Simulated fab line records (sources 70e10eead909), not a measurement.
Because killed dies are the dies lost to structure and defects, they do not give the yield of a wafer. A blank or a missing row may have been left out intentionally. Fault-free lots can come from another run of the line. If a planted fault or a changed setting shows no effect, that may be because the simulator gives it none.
fab line records    flow nand-harc
record lots=12  wafers=36  last-day=32
route steps=1302 shown A_BLC@1123 END@1302
lots that met no fault: taken from a fault-free run of the same line
start-h: hours from the record's first day to the start of the lot's first wafer shown    wait-h: hours from the lot's prior step to this one    " same as the row above    L1.1+2: several wafers, shown together as one row    - value missing, or start not given    * or withheld: withheld    < > ~ a bound
route shown NAME@n: NAME is a module with steps in the file, n the number in the route of the first one    usual: mean/standard deviation taken from wafers without a fault    same: alike in all rows    chamber/n: place in a boat    sites: the reading at each site    _std_site: standard deviation across them    _edge_site: the outer-site mean with the inner-site mean subtracted    radius-mm: for every site, how far away it sits from the centre of the wafer    mask NAME#n: copy n    behind: the last tool/chamber to shape the wafer    hold: reason for holding the lot/hours on hold/outcome of the hold    device: transistor that didn't switch, given as n, p or np    end of line: the tests these same wafers got at the end of their route    a step given without rows: its recipe and nothing more    killed: not the wafer's yield, but the dies lost to structure and defects at the first sort    map: per-die view of a wafer (x killed, . not killed, _ where there is no die)
set.NAME: the setting as run; set.NAME@STEP: as run at that earlier step    model.NAME: the simulator's own value behind a step, which no gauge read
the route's steps for a sample of lots (tables are steps, rows are wafers)
services: the hour from which a tool's chamber was out of use, counted from the record's first day as start-h (under 0 if before that day), plus the number of hours and why
## steps
# step NHARC_A_BLC_ETCH_18
# recipe target-depth-a=9100  c4f8-flow-sccm=20  o2-flow-sccm=10  ar-flow-sccm=withheld  rf-w=600  bias-w=1500  chemistry=C4F8/O2/Ar
# usual oes-product-au=0.948/0.025  rf-vpp-V=979/6.1
lot.wafer  tool         chamber  start-h  wait-h  oes-product-au  rf-hours-counter-h  rf-vpp-V
L210.1     rie-diel-04  3        -        -       0.994           1                   985
L210.4     "            0        "        "       0.959           1                   985
L210.3     "            1        "        "       0.970           1                   976
L211.4     rie-diel-04  3        -        -       0.965           2                   987
L211.2     "            2        "        "       0.964           2                   974
L211.6     "            3        "        "       0.973           -                   987
L214.1     rie-diel-07  1        -        -       0.977           10                  980
L214.2     "            2        "        "       0.995           9                   969
L214.3     "            3        "        "       0.952           10                  981
L215.1     rie-diel-07  1        -        -       0.916           10                  976
L215.3     "            3        "        "       0.917           10                  982
L215.5     "            0        "        "       0.907           -                   986
L216.1     rie-diel-07  0        -        -       0.913           13                  989
L216.3     "            1        "        "       0.915           12                  978
L216.4     "            2        "        "       0.938           11                  969
L217.2     rie-diel-04  3        -        -       0.938           6                   985
L217.4     "            1        "        "       0.937           5                   978
L217.5     "            3        "        "       0.944           -                   986
L218.3     rie-diel-07  2        -        -       0.932           14                  969
L218.1     "            3        "        "       0.907           15                  982
L218.4     "            1        "        "       0.931           15                  979
L222.3     rie-diel-07  2        -        -       0.963           1                   968
L222.4     "            3        "        "       0.933           1                   979
L222.6     "            2        "        "       0.967           -                   968
L225.1     rie-diel-07  2        -        -       0.939           3                   969
L225.2     "            0        "        "       0.947           2                   986
L225.6     "            3        "        "       0.932           -                   981
L227.1     rie-diel-04  2        -        -       0.946           12                  975
L227.6     "            0        "        "       0.931           -                   986
L227.5     "            1        "        "       0.926           -                   975
L229.1     rie-diel-07  2        -        -       0.967           6                   968
L229.3     "            1        "        "       0.992           6                   979
L229.5     "            3        "        "       0.939           -                   981
L230.2     rie-diel-07  0        -        -       0.969           7                   987
L230.4     "            1        "        "       0.964           6                   978
L230.1     "            3        "        "       0.949           6                   980
# step NHARC_A_BLC_STRIP_29
# recipe cf4-flow-sccm=150  ar-flow-sccm=0  bias-w=0  chemistry=CF4
# usual drypump-motor-current-A=6.0/0.42  oes-product-au=1.003/0.015  rf-vpp-V=59.3/0.97  showerhead-plenum-p-Torr=1.77/0.078  throttle-valve-pct=13.284/0.0086
lot.wafer  tool         chamber  start-h  wait-h  drypump-motor-current-A  oes-product-au  rf-hours-counter-h  rf-vpp-V  showerhead-plenum-p-Torr  throttle-valve-pct
L210.3     rie-diel-07  3        549.17   0.1     6.1                      0.993           7                   57.6      1.80                      13.280
L210.4     "            0        "        "       6.1                      0.978           7                   60.4      1.87                      13.293
L210.1     "            1        "        "       6.4                      0.990           7                   59.5      1.77                      13.299
L211.4     rie-diel-07  1        555.59   0.1     6.4                      1.000           8                   58.3      1.77                      13.278
L211.2     "            2        "        "       5.7                      1.023           8                   58.9      1.65                      13.286
L211.6     "            1        "        "       6.4                      1.002           -                   58.6      1.77                      13.291
L214.3     rie-diel-04  2        577.86   0.1     6.5                      1.013           3                   58.7      1.72                      13.291
L214.1     "            3        "        "       5.9                      1.010           3                   58.9      1.88                      13.283
L214.2     "            0        "        "       6.4                      1.019           2                   61.2      1.85                      13.277
L215.1     rie-diel-04  1        580.71   0.1     5.2                      1.024           3                   58.1      1.75                      13.280
L215.3     "            2        "        "       6.5                      0.998           3                   59.5      1.72                      13.283
L215.5     "            1        "        "       5.2                      1.017           -                   59.0      1.75                      13.283
L216.4     rie-diel-07  3        601.91   0.1     6.1                      0.995           12                  59.6      1.80                      13.281
L216.3     "            0        "        "       6.1                      0.998           13                  60.6      1.87                      13.296
L216.1     "            1        "        "       6.4                      0.998           12                  59.8      1.77                      13.285
L217.2     rie-diel-07  3        624.53   0.1     6.1                      0.990           14                  60.3      1.80                      13.287
L217.4     "            0        "        "       6.1                      0.990           15                  59.7      1.87                      13.293
L217.5     "            3        "        "       6.1                      0.983           -                   59.6      1.80                      13.296
L218.4     rie-diel-04  2        630.15   0.1     6.5                      1.012           6                   57.7      1.72                      13.275
L218.1     "            0        "        "       6.4                      1.015           5                   59.4      1.85                      13.275
L218.3     "            1        "        "       5.2                      1.015           5                   58.3      1.75                      13.295
L222.4     rie-diel-09  3        663.47   0.1     4.8                      1.012           55                  60.9      1.75                      13.275
L222.3     "            1        "        "       5.5                      0.999           52                  58.2      1.67                      13.290
L222.6     "            3        "        "       4.9                      1.017           -                   59.8      1.75                      13.285
L225.2     rie-diel-07  3        687.88   0.1     6.2                      0.978           2                   60.1      1.80                      13.290
L225.1     "            2        "        "       5.7                      0.997           3                   57.2      1.65                      13.264
L225.6     "            3        "        "       6.1                      0.984           -                   58.5      1.80                      13.283
L227.1     rie-diel-04  2        703.76   0.1     6.5                      1.002           12                  59.5      1.72                      13.288
L227.6     "            1        "        "       5.2                      1.000           -                   58.7      1.75                      13.280
L227.5     "            2        "        "       6.5                      1.014           -                   59.1      1.72                      13.269
L229.3     rie-diel-07  2        718.36   0.1     5.7                      1.004           6                   57.5      1.65                      13.286
L229.1     "            3        "        "       6.1                      0.972           6                   60.0      1.79                      13.292
L229.5     "            1        "        "       6.4                      0.999           -                   58.4      1.77                      13.289
L230.2     rie-diel-07  2        719.99   0.1     5.7                      1.003           6                   59.0      1.65                      13.274
L230.1     "            3        "        "       6.1                      0.981           6                   58.9      1.79                      13.287
L230.4     "            1        "        "       6.4                      0.999           7                   59.1      1.77                      13.288
# step NHARC_A_BLC_DEGAS_30
# recipe temp-c=300  time-s=60
# usual heater-power-w=474/53
lot.wafer  tool            chamber  start-h  wait-h  heater-power-w
L210.4     pvd-sputter-01  -        549.68   -       448
L210.3     "               -        "        "       441
L210.1     "               -        "        "       511
L211.4     pvd-sputter-02  -        556.12   -       526
L211.2     "               -        "        "       465
L211.6     "               -        "        "       402
L214.2     pvd-sputter-02  -        578.37   -       389
L214.3     "               -        "        "       545
L214.1     "               -        "        "       464
L215.1     pvd-sputter-03  -        581.24   -       375
L215.3     "               -        "        "       630
L215.5     "               -        "        "       483
L216.4     pvd-sputter-01  -        602.42   -       444
L216.1     "               -        "        "       514
L216.3     "               -        "        "       455
L217.4     pvd-sputter-03  -        625.05   -       631
L217.2     "               -        "        "       544
L217.5     "               -        "        "       603
L218.1     pvd-sputter-01  -        630.67   -       439
L218.3     "               -        "        "       445
L218.4     "               -        "        "       519
L222.3     pvd-sputter-01  -        663.98   -       471
L222.4     "               -        "        "       450
L222.6     "               -        "        "       517
L225.1     pvd-sputter-03  -        688.41   -       385
L225.2     "               -        "        "       532
L225.6     "               -        "        "       628
L227.1     pvd-sputter-01  -        704.27   -       512
L227.6     "               -        "        "       512
L227.5     "               -        "        "       458
L229.1     pvd-sputter-02  -        718.86   -       540
L229.3     "               -        "        "       406
L229.5     "               -        "        "       457
L230.2     pvd-sputter-03  -        720.51   -       577
L230.1     "               -        "        "       516
L230.4     "               -        "        "       399
# step NHARC_A_BLC_ALD_23
# recipe target-thk-a=30  pulse-time-s=1  ald-cycles=150  temp-c=450  material=TiN
# usual ald-cycles=150/0  heater-power-w=1084/140  precursor-pulse-height-rel=1.001/0.019
# same pulse-time-s=1
lot.wafer  tool          chamber  start-h  wait-h  ald-cycles  heater-power-w  precursor-pulse-height-rel
L210.1     ald-metal-04  2        549.92   -       150         984             0.979
L210.4     "             0        "        "       150         1178            0.995
L210.3     "             1        "        "       150         935             1.001
L211.2     ald-metal-01  1        556.38   -       150         947             0.992
L211.4     "             3        "        "       150         1087            1.036
L211.6     "             1        "        "       150         957             1.004
L214.3     ald-metal-03  2        578.61   -       150         1083            1.002
L214.2     "             0        "        "       150         1081            1.035
L214.1     "             1        "        "       150         1052            1.032
L215.3     ald-metal-01  3        581.52   -       150         1077            0.967
L215.1     "             0        "        "       150         1406            0.995
L215.5     "             1        "        "       150         946             0.999
L216.3     ald-metal-01  3        602.67   -       150         1084            0.991
L216.1     "             0        "        "       150         1352            1.024
L216.4     "             1        "        "       150         929             1.031
L217.2     ald-metal-03  2        625.52   0.2     150         1060            0.993
L217.4     "             3        "        "       150         957             0.970
L217.5     "             1        "        "       150         1074            1.020
L218.1     ald-metal-01  1        630.91   -       150         956             0.976
L218.4     "             3        "        "       150         1043            0.995
L218.3     "             0        "        "       57          1377            0.994
L222.4     ald-metal-04  2        664.25   -       150         990             1.038
L222.3     "             0        "        "       150         1188            1.020
L222.6     "             2        "        "       150         978             1.013
L225.2     ald-metal-04  2        688.67   -       150         978             0.997
L225.1     "             0        "        "       150         1154            0.991
L225.6     "             3        "        "       150         1276            1.018
L227.1     ald-metal-03  3        704.58   -       150         986             1.010
L227.5     "             0        "        "       150         1092            0.992
L227.6     "             1        "        "       150         1042            1.008
L229.3     ald-metal-03  1        719.10   -       150         1065            0.986
L229.1     "             0        "        "       150         1112            1.007
L229.5     "             2        "        "       150         1072            1.008
L230.4     ald-metal-01  0        720.80   0.1     150         1361            0.983
L230.1     "             1        "        "       150         967             0.978
L230.2     "             3        "        "       150         1116            0.983
# step NHARC_END_SORT_01
# recipe temp-c=25
# usual killed-at-array=59/17  killed-at-other=0.9/1.6  killed-at-periphery=3.7/2.3  killed-dies=64/17  killed-open=3.3/1.8  killed-short=2.4/1.6
# same gross-dies=677
lot.wafer  tool       chamber  start-h  wait-h  hold                       killed-at-array  killed-at-other  killed-at-periphery  killed-dies  killed-open  killed-short
L210.1     prober-01  0        597.01   2.5     -                          43               0                2                    45           3            1
L210.3     prober-01  0        598.64   3.1     -                          47               0                3                    50           2            5
L210.4     prober-01  0        599.45   3.4     -                          40               0                1                    41           0            3
L211.2     prober-01  0        605.70   2.8     -                          86               3                5                    94           1            3
L211.4     prober-01  0        607.28   3.4     -                          79               1                4                    84           1            1
L211.6     prober-01  0        608.85   3.9     -                          96               6                7                    109          0            2
L215.1     prober-02  0        619.66   2.5     -                          47               5                2                    54           4            4
L215.3     prober-02  0        621.27   3.1     -                          63               4                2                    69           2            2
L215.5     prober-02  0        622.87   3.7     -                          59               8                3                    70           5            2
L214.1     prober-01  0        619.72   2.5     -                          47               2                3                    52           3            1
L214.2     prober-01  0        620.53   2.8     -                          50               1                3                    54           9            2
L214.3     prober-01  0        621.33   3.1     -                          54               1                3                    58           8            4
L216.1     prober-02  0        644.72   2.5     -                          39               0                6                    45           1            0
L216.3     prober-02  0        646.31   3.1     -                          73               0                9                    82           3            5
L216.4     prober-02  0        647.11   3.4     -                          67               0                10                   77           3            2
L217.2     prober-01  0        667.81   2.8     -                          67               5                6                    78           3            3
L217.4     prober-01  0        669.37   3.3     -                          78               2                3                    83           5            1
L217.5     prober-01  0        670.15   3.6     -                          67               1                7                    75           3            4
L218.1     prober-01  0        676.74   2.5     await-dispo/11.5h/release  42               0                5                    47           4            3
L218.3     prober-01  0        678.34   3.1     await-dispo/11.5h/release  670              0                7                    677          3            1
L218.4     prober-01  0        679.14   3.4     await-dispo/11.5h/release  43               0                5                    48           3            2
L222.3     prober-01  0        709.97   3.1     -                          44               1                9                    54           3            2
L222.4     prober-01  0        710.77   3.4     -                          49               0                12                   61           1            3
L222.6     prober-01  0        712.36   4.0     -                          42               0                7                    49           4            3
L225.1     prober-02  0        730.06   2.6     -                          81               0                1                    82           1            1
L225.2     prober-02  0        730.85   2.8     -                          75               0                4                    79           7            3
L225.6     prober-02  0        734.01   3.9     -                          76               0                2                    78           2            4
L227.1     prober-01  0        747.03   2.5     -                          42               0                2                    44           4            2
L227.5     prober-01  0        750.25   3.7     -                          34               0                4                    38           2            4
L227.6     prober-01  0        751.06   4.0     -                          39               0                3                    42           5            3
L229.1     prober-01  0        764.50   2.5     -                          80               1                3                    84           7            5
L229.3     prober-01  0        766.10   3.1     -                          66               0                8                    74           6            2
L229.5     prober-01  0        767.70   3.7     -                          83               0                7                    90           6            6
L230.1     prober-02  0        765.00   2.5     -                          39               1                2                    42           1            0
L230.2     prober-02  0        765.80   2.8     -                          34               1                5                    40           3            3
L230.4     prober-02  0        767.39   3.4     -                          44               0                6                    50           1            3
# killed by level:class
L210.1 A_SLIT:chamber-film-flake=23 A_CHANNEL_HOLE_D1:chamber-film-flake=6 A_DECK1_JOINT:chamber-film-flake=3 A_CONTACT:chamber-film-flake=3 A_CHANNEL_FILL_D1:chamber-film-flake=2 A_STAIRCASE:chamber-film-flake=2 P_CONTACT:geometric-particle:open=1 A_CHANNEL_FILL_D1:geometric-particle:short=1
L210.3 A_SLIT:chamber-film-flake=27 A_CHANNEL_HOLE_D2:chamber-film-flake=7 A_ONON_D1:geometric-particle:short=3 A_CHANNEL_FILL_D1:chamber-film-flake=3 A_CHANNEL_HOLE_D1:chamber-film-flake=2 A_CONTACT:chamber-film-flake=2 P_CONTACT:geometric-particle:short=1 P_M0:geometric-particle:short=1
L210.4 A_SLIT:chamber-film-flake=22 A_CHANNEL_HOLE_D2:chamber-film-flake=7 A_ZERO_WELL:chamber-film-flake=3 A_DECK1_JOINT:chamber-film-flake=2 A_CONTACT:chamber-film-flake=2 P_M1:geometric-particle:short=1 A_DECK1_JOINT:geometric-particle:short=1 A_BLC:geometric-particle:short=1
L211.2 A_CHANNEL_HOLE_D1:chamber-film-flake=30 A_SLIT:chamber-film-flake=28 A_CHANNEL_HOLE_D2:chamber-film-flake=10 A_STAIRCASE:chamber-film-flake=7 P_STI:chamber-film-flake=3 A_DECK1_JOINT:chamber-film-flake=3 A_CONTACT:chamber-film-flake=3 THIN_TSV:chamber-film-flake=3
L211.4 A_CHANNEL_HOLE_D1:chamber-film-flake=30 A_SLIT:chamber-film-flake=27 A_CHANNEL_HOLE_D2:chamber-film-flake=13 P_STI:chamber-film-flake=2 A_CHANNEL_FILL_D1:chamber-film-flake=2 A_DECK1_JOINT:chamber-film-flake=2 A_CONTACT:chamber-film-flake=2 P_M1:geometric-particle:open=1
L211.6 A_SLIT:chamber-film-flake=37 A_CHANNEL_HOLE_D1:chamber-film-flake=34 A_CHANNEL_HOLE_D2:chamber-film-flake=13 A_STAIRCASE:chamber-film-flake=7 THIN_TSV:chamber-film-flake=6 P_STI:chamber-film-flake=5 A_CONTACT:chamber-film-flake=4 P_STI:geometric-particle:short=2
L215.1 A_SLIT:chamber-film-flake=23 A_CHANNEL_HOLE_D2:chamber-film-flake=10 THIN_TSV:chamber-film-flake=5 P_M0:geometric-particle:open=2 A_WL_FILL:geometric-particle:short=2 A_STAIRCASE:chamber-film-flake=2 A_CONTACT:chamber-film-flake=2 A_CHANNEL_FILL_D1:geometric-particle:open=1
L214.1 A_CHANNEL_HOLE_D1:chamber-film-flake=25 A_CHANNEL_HOLE_D2:chamber-film-flake=11 A_SLIT:chamber-film-flake=3 A_STAIRCASE:chamber-film-flake=2 A_CONTACT:chamber-film-flake=2 THIN_TSV:chamber-film-flake=2 P_STI:geometric-particle:open=1 P_M1:geometric-particle:open=1
L214.2 A_CHANNEL_HOLE_D1:chamber-film-flake=25 A_CHANNEL_HOLE_D2:chamber-film-flake=14 P_CONTACT:geometric-particle:open=3 A_CHANNEL_FILL_D1:geometric-particle:open=2 A_CONTACT:geometric-particle:open=2 A_CHANNEL_FILL_D1:geometric-particle:short=1 A_ONON_D2:geometric-particle:open=1 A_STAIRCASE:geometric-particle:short=1
L215.3 A_SLIT:chamber-film-flake=32 A_CHANNEL_HOLE_D2:chamber-film-flake=13 A_STAIRCASE:chamber-film-flake=6 A_CHANNEL_HOLE_D1:chamber-film-flake=5 THIN_TSV:chamber-film-flake=4 A_CHANNEL_FILL_D1:chamber-film-flake=2 P_CONTACT:geometric-particle:open=1 A_ONON_D1:geometric-particle:short=1
L214.3 A_CHANNEL_HOLE_D1:chamber-film-flake=29 A_CHANNEL_HOLE_D2:chamber-film-flake=11 A_CHANNEL_FILL_D2:geometric-particle:open=2 A_M1:geometric-particle:open=2 A_CHANNEL_FILL_D2:chamber-film-flake=2 A_CONTACT:chamber-film-flake=2 P_GATE:geometric-particle:open=1 P_CONTACT:geometric-particle:open=1
L215.5 A_SLIT:chamber-film-flake=24 A_CHANNEL_HOLE_D2:chamber-film-flake=14 THIN_TSV:chamber-film-flake=8 A_WL_FILL:chamber-film-flake=6 A_STAIRCASE:chamber-film-flake=4 A_CONTACT:chamber-film-flake=4 P_CONTACT:geometric-particle:open=1 A_ONON_D1:geometric-particle:open=1
L216.1 A_SLIT:chamber-film-flake=20 A_CHANNEL_HOLE_D2:chamber-film-flake=6 A_CHANNEL_HOLE_D1:chamber-film-flake=5 P_BONDPAD:chamber-film-flake=3 A_CHANNEL_FILL_D1:chamber-film-flake=3 P_GATE:chamber-film-flake=2 A_ZERO_WELL:chamber-film-flake=2 A_WL_FILL:geometric-particle:open=1
L216.3 A_SLIT:chamber-film-flake=34 A_CHANNEL_HOLE_D2:chamber-film-flake=12 A_STAIRCASE:chamber-film-flake=8 P_BONDPAD:chamber-film-flake=5 P_GATE:chamber-film-flake=4 A_CHANNEL_HOLE_D1:chamber-film-flake=4 A_CONTACT:chamber-film-flake=3 A_ONON_D2:geometric-particle:short=2
L216.4 A_SLIT:chamber-film-flake=36 A_CHANNEL_HOLE_D2:chamber-film-flake=16 A_STAIRCASE:chamber-film-flake=6 P_GATE:chamber-film-flake=5 P_BONDPAD:chamber-film-flake=4 A_CONTACT:chamber-film-flake=2 A_ONON_D1:geometric-particle:short=1 A_DECK1_JOINT:geometric-particle:open=1
L217.2 A_CHANNEL_HOLE_D1:chamber-film-flake=33 A_CHANNEL_HOLE_D2:chamber-film-flake=23 THIN_TSV:chamber-film-flake=5 A_STAIRCASE:chamber-film-flake=4 A_WL_FILL:geometric-particle:short=2 A_SGD_CUT:chamber-film-flake=2 P_GATE:geometric-particle:open=1 P_CONTACT:geometric-particle:open=1
L217.4 A_CHANNEL_HOLE_D1:chamber-film-flake=30 A_CHANNEL_HOLE_D2:chamber-film-flake=28 A_STAIRCASE:chamber-film-flake=5 A_CHANNEL_FILL_D2:chamber-film-flake=3 A_SGD_CUT:chamber-film-flake=3 A_M1:geometric-particle:open=2 THIN_TSV:chamber-film-flake=2 P_M0:geometric-particle:open=1
L217.5 A_CHANNEL_HOLE_D1:chamber-film-flake=32 A_CHANNEL_HOLE_D2:chamber-film-flake=21 A_STAIRCASE:chamber-film-flake=5 A_SGD_CUT:chamber-film-flake=4 P_GATE:chamber-film-flake=2 P_GATE:geometric-particle:short=1 P_M1:geometric-particle:open=1 A_SOURCE_PLATE:geometric-particle:open=1
L218.1 A_CHANNEL_HOLE_D1:chamber-film-flake=23 A_CHANNEL_HOLE_D2:chamber-film-flake=5 A_CONTACT:chamber-film-flake=5 A_STAIRCASE:chamber-film-flake=3 P_M0:geometric-particle:open=2 A_WL_FILL:geometric-particle:short=2 A_WL_FILL:chamber-film-flake=2 P_ZERO_WELL:geometric-particle:open=1
L218.3 A_BLC:area-ald=620 A_CHANNEL_HOLE_D1:chamber-film-flake=27 A_CONTACT:chamber-film-flake=11 A_CHANNEL_HOLE_D2:chamber-film-flake=5 P_M2:chamber-film-flake=4 A_STAIRCASE:chamber-film-flake=2 P_M2:geometric-particle:open=1 A_CHANNEL_FILL_D1:geometric-particle:short=1
L218.4 A_CHANNEL_HOLE_D1:chamber-film-flake=23 A_CONTACT:chamber-film-flake=9 P_M2:chamber-film-flake=4 A_STAIRCASE:chamber-film-flake=3 A_SLIT:chamber-film-flake=2 A_CHANNEL_HOLE_D2:chamber-film-flake=2 P_M0:geometric-particle:short=1 A_ONON_D1:geometric-particle:short=1
L222.3 A_SLIT:chamber-film-flake=30 P_CONTACT:chamber-film-flake=5 A_CHANNEL_HOLE_D1:chamber-film-flake=5 A_CONTACT:chamber-film-flake=2 A_BLC:chamber-film-flake=2 P_STI:geometric-particle:open=1 P_STI:geometric-particle:short=1 P_M1:geometric-particle:open=1
L222.4 A_SLIT:chamber-film-flake=31 P_CONTACT:chamber-film-flake=8 A_CHANNEL_HOLE_D1:chamber-film-flake=7 A_STAIRCASE:chamber-film-flake=4 A_BLC:chamber-film-flake=3 P_GATE:chamber-film-flake=2 P_M0:geometric-particle:open=1 A_DECK1_JOINT:geometric-particle:short=1
L222.6 A_SLIT:chamber-film-flake=23 A_CHANNEL_HOLE_D1:chamber-film-flake=7 P_CONTACT:chamber-film-flake=3 A_ONON_D1:geometric-particle:short=2 A_CONTACT:geometric-particle:open=2 A_CHANNEL_FILL_D1:chamber-film-flake=2 A_CONTACT:chamber-film-flake=2 A_BLC:chamber-film-flake=2
L225.1 A_SLIT:chamber-film-flake=39 A_CHANNEL_HOLE_D1:chamber-film-flake=30 A_CONTACT:chamber-film-flake=5 A_SGD_CUT:chamber-film-flake=4 A_DECK1_JOINT:geometric-particle:short=1 A_WL_FILL:geometric-particle:open=1 P_M0:chamber-film-flake=1 A_WL_FILL:chamber-film-flake=1
L225.2 A_SLIT:chamber-film-flake=38 A_CHANNEL_HOLE_D1:chamber-film-flake=22 A_CONTACT:chamber-film-flake=6 P_CONTACT:geometric-particle:open=3 A_SGD_CUT:chamber-film-flake=3 P_STI:geometric-particle:short=1 A_ONON_D1:geometric-particle:open=1 A_CHANNEL_FILL_D2:geometric-particle:short=1
L225.6 A_SLIT:chamber-film-flake=37 A_CHANNEL_HOLE_D1:chamber-film-flake=27 P_STI:chamber-film-flake=2 A_SGD_CUT:chamber-film-flake=2 A_CONTACT:chamber-film-flake=2 A_ONON_D1:geometric-particle:open=1 A_CHANNEL_FILL_D1:geometric-particle:open=1 A_CHANNEL_FILL_D1:geometric-particle:short=1
L227.1 A_CHANNEL_HOLE_D1:chamber-film-flake=32 A_SLIT:chamber-film-flake=2 P_M0:geometric-particle:short=1 P_M1:geometric-particle:open=1 A_CHANNEL_FILL_D1:geometric-particle:open=1 A_CHANNEL_HOLE_D2:geometric-particle:short=1 A_CHANNEL_FILL_D2:geometric-particle:open=1 A_SLIT:geometric-particle:open=1
L227.5 A_CHANNEL_HOLE_D1:chamber-film-flake=25 A_CHANNEL_FILL_D1:geometric-particle:short=3 A_SLIT:chamber-film-flake=3 P_M1:chamber-film-flake=2 P_M0:geometric-particle:open=1 A_CONTACT:geometric-particle:open=1 A_M0:geometric-particle:short=1 P_ZERO_WELL:chamber-film-flake=1
L227.6 A_CHANNEL_HOLE_D1:chamber-film-flake=28 A_CONTACT:chamber-film-flake=2 P_CONTACT:geometric-particle:short=1 A_SOURCE_PLATE:geometric-particle:open=1 A_CHANNEL_FILL_D1:geometric-particle:short=1 A_DECK1_JOINT:chamber-film-flake=1 A_DECK1_JOINT:geometric-particle:open=1 A_CHANNEL_HOLE_D2:geometric-particle:short=1
L229.1 A_SLIT:chamber-film-flake=25 A_CONTACT:chamber-film-flake=15 A_CHANNEL_HOLE_D2:chamber-film-flake=14 A_CHANNEL_HOLE_D1:chamber-film-flake=10 P_CONTACT:geometric-particle:open=2 A_WL_FILL:geometric-particle:short=2 A_STAIRCASE:chamber-film-flake=2 A_WL_FILL:chamber-film-flake=2
L230.1 A_CHANNEL_HOLE_D2:chamber-film-flake=30 A_SLIT:chamber-film-flake=6 P_STI:chamber-film-flake=2 A_DECK1_JOINT:geometric-particle:open=1 A_STAIRCASE:chamber-film-flake=1 A_WL_FILL:chamber-film-flake=1 THIN_TSV:chamber-film-flake=1
L230.2 A_CHANNEL_HOLE_D2:chamber-film-flake=22 A_SLIT:chamber-film-flake=8 P_CONTACT:geometric-particle:open=2 P_STI:chamber-film-flake=2 A_ONON_D2:geometric-particle:short=1 A_SGD_CUT:geometric-particle:short=1 A_M0:geometric-particle:short=1 P_ZERO_WELL:chamber-film-flake=1
L229.3 A_SLIT:chamber-film-flake=22 A_CHANNEL_HOLE_D2:chamber-film-flake=14 A_CONTACT:chamber-film-flake=12 A_CHANNEL_HOLE_D1:chamber-film-flake=11 P_M0:geometric-particle:open=2 A_ONON_D1:geometric-particle:open=2 P_STI:chamber-film-flake=2 P_CONTACT:geometric-particle:short=1
L230.4 A_CHANNEL_HOLE_D2:chamber-film-flake=31 A_SLIT:chamber-film-flake=7 P_STI:chamber-film-flake=5 A_STAIRCASE:chamber-film-flake=3 P_M0:geometric-particle:open=1 A_CHANNEL_FILL_D1:geometric-particle:short=1 A_CHANNEL_FILL_D2:geometric-particle:short=1 A_STAIRCASE:geometric-particle:short=1
L229.5 A_CHANNEL_HOLE_D2:chamber-film-flake=27 A_SLIT:chamber-film-flake=20 A_CHANNEL_HOLE_D1:chamber-film-flake=14 A_CONTACT:chamber-film-flake=12 A_CONTACT:geometric-particle:open=2 P_GATE:chamber-film-flake=2 P_STI:geometric-particle:open=1 P_CONTACT:geometric-particle:open=1
## services
tool            chamber  start-h  hours  kind
ald-metal-01    -        526.00   10.0   pm
pvd-sputter-03  -        526.04   10.0   pm
rie-diel-04     -        531.91   9.0    pm
ald-metal-04    2        551.99   1.5    repair
pvd-sputter-02  -        558.72   4.1    repair
ald-metal-03    -        568.00   10.0   pm
pvd-sputter-03  -        569.74   2.8    repair
pvd-sputter-01  -        580.09   11.7   repair
pvd-sputter-02  -        587.54   8.2    repair
rie-diel-04     1        589.22   7.0    repair
pvd-sputter-01  -        591.83   10.0   pm
rie-diel-04     0        608.27   10.2   repair
rie-diel-07     3        635.06   9.8    repair
pvd-sputter-02  -        642.12   10.0   pm
rie-diel-04     2        643.02   8.9    repair
pvd-sputter-01  -        643.25   2.5    repair
rie-diel-07     -        648.24   9.0    pm
ald-metal-04    -        652.07   10.0   pm
ald-metal-03    -        662.23   0.6    repair
ald-metal-03    -        699.19   0.8    repair
pvd-sputter-01  -        701.79   1.4    repair
ald-metal-01    -        704.00   10.0   pm
pvd-sputter-03  -        704.04   10.0   pm
rie-diel-04     -        708.91   9.0    pm
## key
first-sign step=NHARC_A_BLC_ALD_23  reading=ald-cycles  direction=down  sigmas=99+  usual=150  struck=57
effect step=NHARC_END_SORT_01  reading=killed-at-array  direction=up  sigmas=37  usual=59  struck=670
more-kills-born-at NHARC_A_BLC_ALD_23@ald-metal-01=620
met-at NHARC_A_BLC_ALD_23
struck-lots L218
struck-wafers L218.3
later-rows-left-out L218.3
tester-left-out L218
not-acting-at NHARC_A_BLC_ETCH_18,NHARC_A_BLC_STRIP_29,NHARC_A_BLC_DEGAS_30
onset-between 602.67 630.91
fault kind=process-parameter-drift  tool=ald-metal-01  chamber=0  onset-h=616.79  steps=NHARC_A_BLC_ALD_23  channel=ald-cycles  offset=-93  shape=step  end-h=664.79  acts-in=these-recipes-only  stated=150
# tester-left-out: of these lots the tester's yield and bins aren't shown, on N5 and GAA mostly nor the transistor test; their killed dies are dies lost to structure and defects alone, not to doping, threshold or leakage, so they don't give the yield
# later-rows-left-out: the simulator's readings of these wafers behind a module that went badly wrong aren't trusted and aren't shown, but for the sort
